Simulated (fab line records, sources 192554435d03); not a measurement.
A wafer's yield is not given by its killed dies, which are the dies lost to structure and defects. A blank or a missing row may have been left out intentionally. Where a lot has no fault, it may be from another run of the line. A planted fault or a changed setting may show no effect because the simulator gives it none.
Problem report in the 8D (eight disciplines) form, filled by code :: flow n5 finfet :: the parts of the form that need people (team, actions taken, sign-off) are left out

== 1. WHAT IS WRONG ==
killed_at_M4_up at N5_PASSIVATION_PROBE_49 reads a mean of 348 on 6 wafers of 2 lots; wafers without a fault read 14 with a standard deviation of 6. Measured from the usual mean, that is +56 standard deviations.
Seen first at day 17 05:44 on prober-02, wafer L252.3. The record has a number at this step for 30 wafers belonging to 10 lots. By rule, "out" or "out of limits" means more than 4 standard deviations away from the usual mean. All remaining wafers that have a number are taken as sound.

== 2. WHAT IT IS; WHAT IT IS NOT ==
question: which readings at this step
is: killed_at_M4_up, defect limited yield, killed dies, sort_bin_5_function, sort n pass, sort yield pct
is not: killed_at_M0_to_M3, killed at contacts, killed at front end, killed at other, killed open, sort_bin_6_memory, sort_bin_8_speed

question: which lots
is: L252, L253
is not: L240, L241, L243, L245, L246, L258, L259, L262

question: which wafers of those lots
is: all that have a number
is not: -

question: read on which tools
is: prober-02
is not: prober-01

question: when
is: from day 17 05:44
is not: up to then (15 sound wafers); but 9 sound wafers of L258, L259, L262 came after

== 3. THE SUSPECTS, EACH WITH WHAT RULES IT OUT ==
Counting: a tool at a process step up to the reading stays a suspect if it ran every lot that is out and no sound lot after the first of them.
- pvd sputter-03 at N5_BEOL_M8_SURFACE_TREAT_79: ruled out as a lasting fault. Following L252 (day 14 19:02), the first lot on it that is out, the sound lots L258 were run on it.
- pecvd-04 at N5_BEOL_M9_PECVD_70 (deposits SiO2 from TEOS/O2, target thk 20 nm, time 22.7 s): ruled out as a lasting fault. Following L252 (day 14 22:47), the first lot on it that is out, the sound lots L262 were run on it.
- prober-02 at N5_PASSIVATION_PROBE_49: ruled out as a lasting fault. Following L252 (day 17 05:44), the first lot on it that is out, the sound lots L259, L262 were run on it.
Left after counting: nothing in the record.

== 4. THE CAUSE (what the simulator had put in) ==
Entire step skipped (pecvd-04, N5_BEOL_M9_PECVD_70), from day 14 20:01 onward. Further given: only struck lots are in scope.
The count ruled it out by mistake, since the rule takes a fault to strike every lot its tool runs from the start of the fault on, and this one did not do so.

== 5. THE CHAIN OF EFFECTS, in route order ==
Each row: a reading where the mean over the struck wafers with a number is more than 3 standard deviations away from the usual. Readings are gone through only where the record gives a usual standard deviation; hours: the median, over the lots, of the time from a lot's start at the first step in this table giving one to that lot's start at this step; sigmas: the change measured in usual standard deviations.
hours: 0
step: N5_PASSIVATION_PROBE_49
reading: defect limited yield
usual: 91.4 %
on struck wafers: 64.1
change: -27.3
sigmas: -23

hours: 0
step: N5_PASSIVATION_PROBE_49
reading: killed_at_M4_up
usual: 14
on struck wafers: 348
change: +334
sigmas: +56

hours: 0
step: N5_PASSIVATION_PROBE_49
reading: killed dies
usual: 102
on struck wafers: 424
change: +322
sigmas: +21

hours: 0
step: N5_PASSIVATION_PROBE_49
reading: killed on rim
usual: 13
on struck wafers: 67
change: +54
sigmas: +15

hours: 0
step: N5_PASSIVATION_PROBE_49
reading: sort_bin_5_function
usual: 5.1 %
on struck wafers: 32.6
change: +27.5
sigmas: +34

hours: 0
step: N5_PASSIVATION_PROBE_49
reading: sort n pass
usual: 1078
on struck wafers: 756
change: -322
sigmas: -21

hours: 0
step: N5_PASSIVATION_PROBE_49
reading: sort yield pct
usual: 91.4 %
on struck wafers: 64.1
change: -27.3
sigmas: -23
Process steps it contains:
- N5_PASSIVATION_PROBE_49
Readings that are blank on the struck wafers while sound wafers have them: chamber pressure Torr at N5_BEOL_M9_PECVD_70; heater power outer w at N5_BEOL_M9_PECVD_70; heater power w at N5_BEOL_M9_PECVD_70; showerhead plenum p Torr at N5_BEOL_M9_PECVD_70; showerhead vpp V at N5_BEOL_M9_PECVD_70; throttle valve pct at N5_BEOL_M9_PECVD_70.

== 6. HOW IT WOULD HAVE BEEN CAUGHT EARLIER ==
In this record the first reading out of limits was taken at day 17 05:44, 58 hours after the fault began at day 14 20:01.
At N5_BEOL_M9_PECVD_70 the tool's readings are blank on the struck wafers, where sound wafers have them: an empty tool record is the first sign, and it was there at once.
